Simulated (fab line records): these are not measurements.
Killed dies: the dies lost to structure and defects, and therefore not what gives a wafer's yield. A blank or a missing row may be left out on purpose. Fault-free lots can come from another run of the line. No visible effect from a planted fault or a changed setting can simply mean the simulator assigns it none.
fab line records | flow nand_harc
record: lots: 14 | wafers: 42 | last_day: 24
route steps=1159 shown P_GATE@151 END@1159
lots that met no fault: taken from a fault-free run of the same line
start_h: hours from the record's opening day to when the first of the lot's shown wafers began | wait_h: hours elapsed since this lot's preceding step | " as in the row above | L1.1+2: a single row standing in for several wafers | - no value, or no start was given | * or withheld: withheld | < > ~ a bound
route shown NAME@n: a module of which the file shows steps, and the number in the route of the first | usual: average and standard deviation across the fault-free wafers | same: alike in all rows | chamber/n: place in a boat | sites: the reading at each site | _std_site: standard deviation across them | _edge_site: inner sites' mean taken away from outer sites' mean | radius_mm: how far each site lies from the wafer's centre | mask NAME#n: copy n | behind: the most recent tool/chamber to have shaped the wafer | hold: reason for holding the lot/hours on hold/outcome of the hold | device: transistor that didn't switch, given as n, p or np | end of line: at the end of the route, the tests of the same wafers | a step with no rows: only its recipe | killed: not the wafer's yield, but the dies lost to structure and defects at the first sort | map: dies across one wafer; x = killed, . = not, _ = none there
set.NAME: the run value of the setting; set.NAME@STEP: its run value at that earlier step | model.NAME: the simulator's own value behind a step, which no gauge read
the route's steps for a sample of lots (tables are steps, rows are wafers)
services: a tool's chamber out of use, with start hour (start_h, from the record's first day; less than 0 if before it), hours out, and reason
== steps ==
step: NHARC_P_GATE_CD_MEAS_33
usual: cd_nm: 122/3.4
lot.wafer | tool      | chamber | start_h | wait_h | cd_nm
L894.2    | cd_sem-02 | -       | 83.01   | -      | 122
L894.4    | "         | -       | "       | "      | 117
L894.6    | "         | -       | "       | "      | 121
L895.1    | cd_sem-03 | -       | 98.71   | -      | 122
L895.3    | "         | -       | "       | "      | 124
L895.6    | "         | -       | "       | "      | 120
L896.1    | cd_sem-02 | -       | 98.77   | -      | 118
L896.2    | "         | -       | "       | "      | 122
L896.6    | "         | -       | "       | "      | 124
L902.4    | cd_sem-01 | -       | 134.99  | -      | 121
L902.5    | "         | -       | "       | "      | 118
L902.6    | "         | -       | "       | "      | 116
L904.2    | cd_sem-03 | -       | 149.46  | -      | 125
L904.3    | "         | -       | "       | "      | 120
L904.5    | "         | -       | "       | "      | 123
L906.1    | cd_sem-01 | -       | 166.42  | -      | 117
L906.2    | "         | -       | "       | "      | 118
L906.5    | "         | -       | "       | "      | 115
L909.2    | cd_sem-02 | -       | 177.59  | -      | 128
L909.5    | "         | -       | "       | "      | 127
L909.6    | "         | -       | "       | "      | 125
L908.1    | cd_sem-02 | -       | 177.83  | -      | 122
L908.3    | "         | -       | "       | "      | 125
L908.6    | "         | -       | "       | "      | 121
L910.2    | cd_sem-02 | -       | 185.18  | -      | 121
L910.4    | "         | -       | "       | "      | 124
L910.5    | "         | -       | "       | "      | 119
L912.2    | cd_sem-03 | -       | 197.54  | 0.1    | 126
L912.4    | "         | -       | "       | "      | 119
L912.6    | "         | -       | "       | "      | 119
L914.2    | cd_sem-02 | -       | 212.77  | -      | 123
L914.5    | "         | -       | "       | "      | 125
L914.6    | "         | -       | "       | "      | 125
L915.1    | cd_sem-02 | -       | 217.32  | -      | 127
L915.3    | "         | -       | "       | "      | 120
L915.6    | "         | -       | "       | "      | 121
L916.1    | cd_sem-03 | -       | 221.63  | -      | 124
L916.4    | "         | -       | "       | "      | 121
L916.5    | "         | -       | "       | "      | 122
L917.3    | cd_sem-03 | -       | 221.79  | -      | 119
L917.4    | "         | -       | "       | "      | 119
L917.6    | "         | -       | "       | "      | 119
step: NHARC_P_GATE_STRIP_75
recipe: power_w: 1500 | temp_c: 250 | chemistry: O2
usual: drypump_motor_current_A: 5.7/0.32 | heater_power_w: 354/35
lot.wafer | tool            | chamber | start_h | wait_h | drypump_motor_current_A | heater_power_w | rf_hours_counter_h
L894.2    | plasma_asher-01 | 0       | 95.46   | 0.3    | 5.9                     | 382            | 62
L894.4    | "               | 1       | "       | "      | 6.1                     | 313            | -
L894.6    | "               | 1       | "       | "      | 6.1                     | 313            | -
L895.1    | plasma_asher-01 | 1       | 110.40  | 0.3    | 6.1                     | 322            | 1
L895.3    | "               | 1       | "       | "      | 6.1                     | 318            | -
L895.6    | "               | 0       | "       | "      | 5.9                     | 400            | -
L896.1    | plasma_asher-01 | 0       | 110.77  | 0.3    | 5.9                     | 395            | 1
L896.2    | "               | 1       | "       | "      | 6.1                     | 320            | 1
L896.6    | "               | 1       | "       | "      | 6.1                     | 321            | -
L902.4    | plasma_asher-02 | 1       | 146.76  | 0.2    | 5.4                     | 350            | -
L902.5    | "               | 1       | "       | "      | 5.4                     | 351            | -
L902.6    | "               | 0       | "       | "      | 5.3                     | 339            | -
L904.2    | plasma_asher-01 | 1       | 161.42  | 0.2    | 6.1                     | 326            | 17
L904.3    | "               | 0       | "       | "      | 5.9                     | 400            | -
L904.5    | "               | 1       | "       | "      | 6.0                     | 322            | -
L906.2    | plasma_asher-02 | 1       | 178.29  | 0.3    | 5.5                     | 350            | 54
L906.1    | "               | 0       | "       | "      | 5.3                     | 332            | 54
L906.5    | "               | 1       | "       | "      | 5.4                     | 352            | -
L909.2    | plasma_asher-01 | 0       | 189.59  | 0.2    | 5.9                     | 397            | 28
L909.6    | "               | 0       | "       | "      | 5.9                     | 404            | -
L909.5    | "               | 1       | "       | "      | 6.1                     | 311            | -
L908.1    | plasma_asher-01 | 0       | 191.78  | 0.2    | 5.9                     | 393            | 30
L908.3    | "               | 0       | "       | "      | 5.9                     | 405            | -
L908.6    | "               | 1       | "       | "      | 6.1                     | 321            | -
L910.2    | plasma_asher-01 | 1       | 197.00  | 0.2    | 6.0                     | 323            | 33
L910.4    | "               | 1       | "       | "      | 6.0                     | 315            | -
L910.5    | "               | 1       | "       | "      | 6.1                     | 318            | -
L912.2    | plasma_asher-01 | 1       | 209.19  | 0.3    | 6.1                     | 321            | 37
L912.4    | "               | 1       | "       | "      | 6.1                     | 320            | -
L912.6    | "               | 0       | "       | "      | 5.9                     | 404            | -
L914.2    | plasma_asher-02 | 0       | 224.67  | 0.2    | 5.3                     | 320            | 11
L914.5    | "               | 1       | "       | "      | 5.5                     | 369            | -
L914.6    | "               | 0       | "       | "      | 5.2                     | 335            | -
L915.1    | plasma_asher-02 | 1       | 229.17  | 0.2    | 5.4                     | 372            | 13
L915.3    | "               | 0       | "       | "      | 5.3                     | 327            | -
L915.6    | "               | 0       | "       | "      | 5.3                     | 330            | -
L916.1    | plasma_asher-02 | 1       | 233.80  | 0.2    | 5.4                     | 375            | 14
L916.4    | "               | 1       | "       | "      | 5.5                     | 362            | -
L916.5    | "               | 0       | "       | "      | 5.3                     | 330            | -
L917.3    | plasma_asher-01 | 1       | 233.98  | 0.2    | 6.0                     | 316            | -
L917.4    | "               | 0       | "       | "      | 5.9                     | 398            | -
L917.6    | "               | 1       | "       | "      | 6.0                     | 325            | -
step: NHARC_P_GATE_PEB_57
recipe: peb_temp_c: 118 | peb_time_s: 85
usual: exhaust_pa: 44.9/0.97 | heater_power_total_W: 163.91/0.26 | plate_temp_C: 117.95/0.13 | resist_line_temp_C: 23.03/0.1
lot.wafer | tool           | chamber | start_h | wait_h | exhaust_pa | heater_power_total_W | plate_temp_C | resist_line_temp_C
L894.2    | litho_track-05 | 0       | 96.30   | 0.1    | 46.0       | 164.36               | 118.05       | 23.02
L894.4    | "              | 0       | "       | "      | 44.4       | 164.04               | 118.19       | 23.00
L894.6    | "              | 0       | "       | "      | 45.6       | 163.95               | 117.98       | 23.13
L895.1    | litho_track-03 | 0       | 111.11  | 0.1    | 45.1       | 163.67               | 117.92       | 23.08
L895.3    | "              | 0       | "       | "      | 44.8       | 163.61               | 118.13       | 23.09
L895.6    | "              | 0       | "       | "      | 44.3       | 163.67               | 117.92       | 22.99
L896.1    | litho_track-02 | 0       | 111.61  | 0.1    | 45.0       | 164.10               | 117.95       | 23.19
L896.2    | "              | 0       | "       | "      | 46.3       | 164.34               | 118.23       | 23.14
L896.6    | "              | 0       | "       | "      | 44.0       | 163.69               | 117.88       | 23.17
L902.4    | litho_track-03 | 0       | 147.59  | 0.0    | 44.2       | 166.86               | 120.01       | 23.10
L902.5    | "              | 0       | "       | "      | 43.9       | 166.90               | 119.96       | 22.87
L902.6    | "              | 0       | "       | "      | 45.2       | 166.90               | 119.83       | 22.98
L904.2    | litho_track-03 | 0       | 162.14  | 0.1    | 46.5       | 167.35               | 119.83       | 23.13
L904.3    | "              | 0       | "       | "      | 45.8       | 167.32               | 119.65       | 23.03
L904.5    | "              | 0       | "       | "      | 46.0       | 166.97               | 119.65       | 23.13
L906.1    | litho_track-03 | 0       | 179.12  | 0.1    | 44.9       | 167.07               | 119.78       | 22.91
L906.2    | "              | 0       | "       | "      | 45.2       | 167.61               | 119.86       | 22.91
L906.5    | "              | 0       | "       | "      | 44.3       | 167.57               | 119.59       | 23.08
L909.2    | litho_track-02 | 0       | 190.30  | 0.1    | 45.5       | 163.65               | 117.86       | 22.99
L909.5    | "              | 0       | "       | "      | 45.0       | 164.10               | 117.81       | 23.10
L909.6    | "              | 0       | "       | "      | 45.3       | 163.95               | 118.07       | 23.00
L908.1    | litho_track-02 | 0       | 192.60  | 0.1    | 44.3       | 164.07               | 117.59       | 22.93
L908.3    | "              | 0       | "       | "      | 45.1       | 163.64               | 117.83       | 22.91
L908.6    | "              | 0       | "       | "      | 44.1       | 163.85               | 118.08       | 23.01
L910.2    | litho_track-05 | 0       | 197.86  | 0.1    | 45.6       | 164.12               | 117.80       | 22.83
L910.4    | "              | 0       | "       | "      | 44.8       | 163.61               | 117.74       | 22.86
L910.5    | "              | 0       | "       | "      | 46.0       | 163.64               | 117.81       | 23.02
L912.2    | litho_track-05 | 0       | 209.91  | 0.1    | 42.6       | 163.67               | 118.01       | 23.01
L912.4    | "              | 0       | "       | "      | 44.8       | 163.75               | 117.84       | 22.99
L912.6    | "              | 0       | "       | "      | 44.3       | 163.63               | 117.82       | 23.10
L914.2    | litho_track-02 | 0       | 225.50  | 0.1    | 45.5       | 163.76               | 118.13       | 23.12
L914.5    | "              | 0       | "       | "      | 43.9       | 164.39               | 117.92       | 23.17
L914.6    | "              | 0       | "       | "      | 44.4       | 164.39               | 117.86       | 23.14
L915.1    | litho_track-02 | 0       | 229.99  | 0.1    | 46.1       | 164.10               | 117.87       | 22.87
L915.3    | "              | 0       | "       | "      | 43.7       | 164.10               | 117.97       | 23.12
L915.6    | "              | 0       | "       | "      | 44.9       | 164.23               | 117.78       | 22.98
L916.1    | litho_track-03 | 0       | 234.51  | 0.1    | 44.9       | 163.74               | 117.95       | 23.05
L916.4    | "              | 0       | "       | "      | 45.9       | 163.61               | 118.06       | 23.17
L916.5    | "              | 0       | "       | "      | 45.2       | 163.85               | 117.99       | 22.91
L917.3    | litho_track-03 | 0       | 234.79  | 0.1    | 44.4       | 163.60               | 118.13       | 23.07
L917.4    | "              | 0       | "       | "      | 45.0       | 164.18               | 117.79       | 23.12
L917.6    | "              | 0       | "       | "      | 43.9       | 163.80               | 118.10       | 23.09
step: NHARC_P_GATE_CD_MEAS_59
recipe: target_cd_nm: 720 | landing_energy_ev: 500
usual: cd_nm: 718.9/2.1
lot.wafer | tool      | chamber | start_h | wait_h | cd_nm
L894.2    | cd_sem-02 | 0       | 96.39   | -      | 722.3
L894.4    | "         | 0       | "       | "      | 720.1
L894.6    | "         | 0       | "       | "      | 721.5
L895.1    | cd_sem-02 | 0       | 111.20  | -      | 719.3
L895.3    | "         | 0       | "       | "      | 721.2
L895.6    | "         | 0       | "       | "      | 721.7
L896.1    | cd_sem-01 | 0       | 111.70  | -      | 714.8
L896.2    | "         | 0       | "       | "      | 716.0
L896.6    | "         | 0       | "       | "      | 716.7
L902.4    | cd_sem-03 | 0       | 147.69  | -      | 724.6
L902.5    | "         | 0       | "       | "      | 723.6
L902.6    | "         | 0       | "       | "      | 723.2
L904.2    | cd_sem-01 | 0       | 162.23  | -      | 720.1
L904.3    | "         | 0       | "       | "      | 723.0
L904.5    | "         | 0       | "       | "      | 720.5
L906.1    | cd_sem-01 | 0       | 179.22  | -      | 723.6
L906.2    | "         | 0       | "       | "      | 722.9
L906.5    | "         | 0       | "       | "      | 719.3
L909.2    | cd_sem-02 | 0       | 190.39  | -      | 716.4
L909.5    | "         | 0       | "       | "      | 718.9
L909.6    | "         | 0       | "       | "      | 721.4
L908.1    | cd_sem-03 | 0       | 192.69  | -      | 719.6
L908.3    | "         | 0       | "       | "      | 716.5
L908.6    | "         | 0       | "       | "      | 715.5
L910.2    | cd_sem-02 | 0       | 197.95  | -      | 717.6
L910.4    | "         | 0       | "       | "      | 719.5
L910.5    | "         | 0       | "       | "      | 720.7
L912.2    | cd_sem-02 | 0       | 210.01  | -      | 721.1
L912.4    | "         | 0       | "       | "      | 722.1
L912.6    | "         | 0       | "       | "      | 720.0
L914.2    | cd_sem-02 | 0       | 225.59  | -      | 721.8
L914.5    | "         | 0       | "       | "      | 719.2
L914.6    | "         | 0       | "       | "      | 716.3
L915.1    | cd_sem-01 | 0       | 230.08  | -      | 717.1
L915.3    | "         | 0       | "       | "      | 719.5
L915.6    | "         | 0       | "       | "      | 714.6
L916.1    | cd_sem-02 | 0       | 234.60  | -      | 719.8
L916.4    | "         | 0       | "       | "      | 722.2
L916.5    | "         | 0       | "       | "      | 720.0
L917.3    | cd_sem-02 | 0       | 234.89  | -      | 718.1
L917.4    | "         | 0       | "       | "      | 716.7
L917.6    | "         | 0       | "       | "      | 721.3
step: NHARC_END_SORT_01
recipe: temp_c: 25
usual: killed_at_array: 25/7.8 | killed_at_other: 0.6/0.81 | killed_at_periphery: 3.3/2.2 | killed_dies: 29/8.2 | killed_open: 3.5/1.9 | killed_short: 1.8/1.3
same: gross_dies: 677
lot.wafer | tool      | chamber | start_h | wait_h | killed_at_array | killed_at_other | killed_at_periphery | killed_dies | killed_open | killed_short
L894.2    | prober-02 | 0       | 435.24  | 2.8    | 22              | 0               | 4                   | 26          | 2           | 0
L894.4    | prober-02 | 0       | 436.84  | 3.4    | 23              | 0               | 3                   | 26          | 4           | 1
L894.6    | prober-02 | 0       | 438.44  | 4.0    | 24              | 0               | 4                   | 28          | 4           | 2
L902.4    | prober-01 | 0       | 473.55  | 3.4    | 21              | 1               | 2                   | 24          | 5           | 2
L902.5    | prober-01 | 0       | 474.34  | 3.6    | 16              | 0               | 1                   | 17          | 2           | 0
L902.6    | prober-01 | 0       | 475.12  | 3.9    | 19              | 1               | 5                   | 25          | 4           | 0
L904.2    | prober-01 | 0       | 491.05  | 2.8    | 29              | 0               | 6                   | 35          | 5           | 0
L904.3    | prober-01 | 0       | 491.85  | 3.1    | 29              | 0               | 4                   | 33          | 6           | 1
L904.5    | prober-01 | 0       | 493.46  | 3.7    | 26              | 2               | 4                   | 32          | 2           | 5
L906.1    | prober-02 | 0       | 505.90  | 2.5    | 25              | 0               | 5                   | 30          | 6           | 1
L906.2    | prober-02 | 0       | 506.70  | 2.8    | 19              | 0               | 2                   | 21          | 2           | 2
L906.5    | prober-02 | 0       | 509.10  | 3.7    | 33              | 0               | 1                   | 34          | 5           | 2
L912.2    | prober-02 | 0       | 541.27  | 2.9    | 21              | 1               | 2                   | 24          | 4           | 1
L912.4    | prober-02 | 0       | 542.90  | 3.5    | 22              | 0               | 2                   | 24          | 3           | 1
L912.6    | prober-02 | 0       | 544.53  | 4.1    | 23              | 0               | 1                   | 24          | 3           | 2
L916.1    | prober-02 | 0       | 574.51  | 2.5    | 31              | 0               | 2                   | 33          | 4           | 1
L916.4    | prober-02 | 0       | 576.93  | 3.4    | 40              | 1               | 1                   | 42          | 1           | 3
L916.5    | prober-02 | 0       | 577.74  | 3.7    | 40              | 0               | 5                   | 45          | 8           | 1
killed by level:class
L894.2 A_STAIRCASE:chamber_film_flake=13 A_SLIT:chamber_film_flake=5 A_SOURCE_PLATE:geometric_particle:open=1 A_M0:geometric_particle:open=1 P_ZERO_WELL:chamber_film_flake=1 P_STI:chamber_film_flake=1 P_GATE:chamber_film_flake=1 P_BONDPAD:chamber_film_flake=1
L894.4 A_SLIT:chamber_film_flake=10 A_STAIRCASE:chamber_film_flake=4 A_CHANNEL_HOLE_D1:chamber_film_flake=3 A_CONTACT:chamber_film_flake=2 P_CONTACT:geometric_particle:open=1 P_M0:geometric_particle:open=1 A_SOURCE_PLATE:geometric_particle:open=1 A_ONON_D1:geometric_particle:short=1
L894.6 A_SLIT:chamber_film_flake=10 A_CONTACT:chamber_film_flake=4 A_STAIRCASE:chamber_film_flake=3 P_CONTACT:geometric_particle:open=1 A_SGD_CUT:geometric_particle:open=1 A_CONTACT:geometric_particle:open=1 A_BLC:geometric_particle:short=1 A_M0:geometric_particle:short=1
L902.4 A_CHANNEL_HOLE_D1:chamber_film_flake=10 A_BONDPAD:chamber_film_flake=3 P_GATE:geometric_particle:open=1 A_SOURCE_PLATE:geometric_particle:short=1 A_SOURCE_PLATE:geometric_particle:open=1 A_ONON_D1:geometric_particle:open=1 A_ONON_D1:geometric_particle:short=1 A_CONTACT:geometric_particle:open=1
L902.5 A_CHANNEL_HOLE_D1:chamber_film_flake=9 A_WL_FILL:chamber_film_flake=3 A_CONTACT:geometric_particle:open=2 A_STAIRCASE:chamber_film_flake=2 P_GATE:chamber_film_flake=1
L902.6 A_CHANNEL_HOLE_D1:chamber_film_flake=16 P_GATE:chamber_film_flake=3 A_CONTACT:geometric_particle:open=2 P_M0:geometric_particle:open=1 A_ONON_D1:geometric_particle:open=1 P_ZERO_WELL:chamber_film_flake=1 THIN_TSV:chamber_film_flake=1
L904.2 A_CHANNEL_HOLE_D1:chamber_film_flake=10 A_SLIT:chamber_film_flake=8 A_CONTACT:chamber_film_flake=6 A_CONTACT:geometric_particle:open=3 P_STI:chamber_film_flake=2 A_ONON_D1:geometric_particle:open=1 A_M0:geometric_particle:open=1 P_ZERO_WELL:chamber_film_flake=1
L904.3 A_SLIT:chamber_film_flake=12 A_CHANNEL_HOLE_D1:chamber_film_flake=7 A_CONTACT:chamber_film_flake=4 A_M0:geometric_particle:open=2 P_CONTACT:geometric_particle:open=1 P_M1:geometric_particle:open=1 A_CHANNEL_HOLE_D1:geometric_particle:short=1 A_CHANNEL_FILL_D1:geometric_particle:open=1
L904.5 A_SLIT:chamber_film_flake=10 A_CHANNEL_HOLE_D1:chamber_film_flake=7 A_CONTACT:chamber_film_flake=3 P_ZERO_WELL:chamber_film_flake=2 P_GATE:chamber_film_flake=2 A_SOURCE_PLATE:geometric_particle:short=1 A_ONON_D1:geometric_particle:short=1 A_CHANNEL_FILL_D1:geometric_particle:short=1
L906.1 A_SLIT:chamber_film_flake=9 A_CHANNEL_HOLE_D1:chamber_film_flake=5 P_CONTACT:geometric_particle:open=2 P_GATE:chamber_film_flake=2 A_ZERO_WELL:chamber_film_flake=2 A_STAIRCASE:chamber_film_flake=2 A_CONTACT:chamber_film_flake=2 P_CONTACT:geometric_particle:short=1
L906.2 A_SLIT:chamber_film_flake=10 A_CONTACT:chamber_film_flake=5 A_CHANNEL_HOLE_D1:chamber_film_flake=2 P_CONTACT:geometric_particle:short=1 P_M0:geometric_particle:short=1 A_CHANNEL_HOLE_D1:geometric_particle:open=1 A_SGD_CUT:geometric_particle:open=1
L906.5 A_SLIT:chamber_film_flake=14 A_CONTACT:chamber_film_flake=6 A_CHANNEL_HOLE_D1:chamber_film_flake=3 A_STAIRCASE:chamber_film_flake=3 A_M0:geometric_particle:open=2 A_M0:geometric_particle:short=2 P_CONTACT:geometric_particle:open=1 A_CONTACT:geometric_particle:open=1
L912.2 A_CHANNEL_HOLE_D1:chamber_film_flake=11 A_ZERO_WELL:chamber_film_flake=2 A_STAIRCASE:chamber_film_flake=2 P_M0:geometric_particle:open=1 A_SOURCE_PLATE:geometric_particle:open=1 A_ONON_D1:geometric_particle:short=1 A_WL_FILL:geometric_particle:open=1 A_BLC:geometric_particle:open=1
L912.4 A_CHANNEL_HOLE_D1:chamber_film_flake=18 A_ZERO_WELL:chamber_film_flake=2 P_GATE:geometric_particle:open=1 P_CONTACT:geometric_particle:open=1 A_CHANNEL_HOLE_D1:geometric_particle:short=1 A_SGD_CUT:geometric_particle:open=1
L912.6 A_CHANNEL_HOLE_D1:chamber_film_flake=14 A_CONTACT:chamber_film_flake=3 P_GATE:geometric_particle:open=1 A_CHANNEL_FILL_D1:geometric_particle:open=1 A_SGD_CUT:geometric_particle:short=1 A_WL_FILL:geometric_particle:short=1 A_CONTACT:geometric_particle:open=1 A_ZERO_WELL:chamber_film_flake=1
L916.1 A_SLIT:chamber_film_flake=14 A_CHANNEL_HOLE_D1:chamber_film_flake=4 A_STAIRCASE:chamber_film_flake=4 A_CONTACT:chamber_film_flake=4 A_CONTACT:geometric_particle:open=2 P_CONTACT:geometric_particle:open=1 A_SOURCE_PLATE:geometric_particle:open=1 A_CHANNEL_FILL_D1:geometric_particle:short=1
L916.4 A_SLIT:chamber_film_flake=16 A_CHANNEL_HOLE_D1:chamber_film_flake=10 A_CONTACT:chamber_film_flake=9 P_CONTACT:geometric_particle:open=1 A_ONON_D1:geometric_particle:short=1 A_WL_FILL:geometric_particle:short=1 A_M0:geometric_particle:short=1 A_ZERO_WELL:chamber_film_flake=1
L916.5 A_SLIT:chamber_film_flake=19 A_CHANNEL_HOLE_D1:chamber_film_flake=10 P_GATE:geometric_particle:open=2 P_M0:geometric_particle:open=2 A_CONTACT:geometric_particle:open=2 A_STAIRCASE:chamber_film_flake=2 A_CONTACT:chamber_film_flake=2 A_CHANNEL_FILL_D1:geometric_particle:short=1
== services ==
tool            | chamber | start_h | hours | kind
plasma_asher-01 | -       | 99.40   | 9.0   | pm
plasma_asher-01 | 0       | 99.40   | 9.0   | vent_cycle
plasma_asher-01 | 1       | 99.40   | 9.0   | vent_cycle
plasma_asher-01 | 0       | 108.40  | -     | clean
plasma_asher-01 | 1       | 108.40  | -     | clean
plasma_asher-01 | -       | 119.60  | 1.0   | repair
litho_track-02  | -       | 165.00  | 7.0   | pm
plasma_asher-02 | -       | 183.10  | 9.0   | pm
plasma_asher-02 | 0       | 183.10  | 9.0   | vent_cycle
plasma_asher-02 | 1       | 183.10  | 9.0   | vent_cycle
plasma_asher-02 | 0       | 192.10  | -     | clean
plasma_asher-02 | 1       | 192.10  | -     | clean
plasma_asher-01 | -       | 197.43  | 0.5   | repair
litho_track-03  | -       | 213.00  | 7.0   | pm
== key ==
first_sign: step: NHARC_P_GATE_PEB_57 | reading: plate_temp_C | direction: up | sigmas: 14 | usual: * | struck: *
effect: step: NHARC_P_GATE_PEB_57 | reading: heater_power_total_W | direction: up | sigmas: 12 | usual: * | struck: *
effect: step: NHARC_P_GATE_CD_MEAS_59 | reading: cd_nm | direction: up | sigmas: 1.6 | usual: 718.9 | struck: 722.3
met_at NHARC_P_GATE_PEB_57
struck_lots L902,L904,L906
tester_left_out L902,L904,L906
not_acting_at NHARC_P_GATE_CD_MEAS_33,NHARC_P_GATE_STRIP_75,NHARC_P_GATE_CD_MEAS_59
onset_between 111.11 147.59
fault: kind: process_parameter_drift | tool: litho_track-03 | chamber: - | onset_h: 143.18 | steps: NHARC_P_GATE_PEB_57 | channel: peb_temp_c | offset: * | shape: step | end_h: 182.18 | acts_in: * | stated: *
tester_left_out: of these lots the tester's yield and bins aren't shown, on N5 and GAA mostly nor the transistor test; their killed dies are dies lost to structure and defects alone, not to doping, threshold or leakage, so they don't give the yield
